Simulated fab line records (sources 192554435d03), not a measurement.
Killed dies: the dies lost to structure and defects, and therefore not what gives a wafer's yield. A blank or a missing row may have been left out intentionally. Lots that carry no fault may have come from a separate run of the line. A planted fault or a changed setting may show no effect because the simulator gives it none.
Chamber matching	flow n5 finfet	4 sister chambers for N5_ILD0_CMP_03 on cmp-01
The step polishes, stops on SiNx, t overpolish 1.9 s, target thk 197.38 nm. 16 wafers are shown with their chamber, then 8 later ones without.

WAFERS, EACH WITH ITS CHAMBER
wafer	chamber	motor current A (A)	time to endpoint s (s)	overpolish run s (s)
L074.1	0	13.3	69	1.899
L074.3	1	10.1	64	1.893
L074.4	2	12.5	70	1.894
L077.3	0	13.7	72	1.903
L077.5	2	12.2	75	1.911
L077.6	1	10.3	64	1.905
L079.2	1	10.2	71	1.902
L079.4	2	12.7	77	1.921
L079.5	2	12.8	77	1.892
L085.2	3	9.7	69	1.887
L085.4	0	13.6	71	1.900
L085.6	0	13.3	73	1.906
L086.3	3	9.7	74	1.889
L086.4	0	13.2	79	1.894
L086.6	2	13.2	78	1.890
L089.1	3	9.7	72	1.894

SIGNATURES (means of the wafers above)
reading	chamber 0	chamber 1	chamber 2	chamber 3	scatter within a chamber
motor current A	13.420	10.200	12.680	9.700	0.251
time to endpoint s	72.80	66.33	75.40	71.67	3.46
overpolish run s	1.90040	1.90000	1.90160	1.89000	0.00882
Rule: distance of a wafer from a chamber = root of the sum over the readings of ((wafer's reading minus chamber's mean) / reading's scatter) squared. The wafer belongs to the nearest chamber; if the next one is less than 2 further off, it can't be placed. The scatter is the square root of a quotient: the sum, over the shown wafers, of each reading's squared deviation from its chamber's mean, divided by wafers minus chambers.

WAFERS WITHOUT THEIR CHAMBER
wafer	motor current A (A)	time to endpoint s (s)	overpolish run s (s)
L089.3	11.9	74	1.909
L089.6	10.2	71	1.902
L092.2	13.0	76	1.892
L092.3	9.3	70	1.922
L092.5	10.0	74	1.908
L097.1	12.0	66	1.888
L097.3	9.8	63	1.905
L097.4	10.0	65	1.906

WHICH CHAMBER EACH ONE RAN IN
wafer	from the rows above	in truth
L089.3	2	2
L089.6	can't be placed: 1 or 3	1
L092.2	can't be placed: 2 or 0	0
L092.3	can't be placed: 3 or 1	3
L092.5	can't be placed: 3 or 1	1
L097.1	2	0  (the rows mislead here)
L097.3	can't be placed: 1 or 3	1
L097.4	can't be placed: 1 or 3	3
Correctly placed: 1 of 8. Cannot be placed on the basis of these rows: 6; the candidates contain the true chamber in 6. Number placed wrongly: 1.
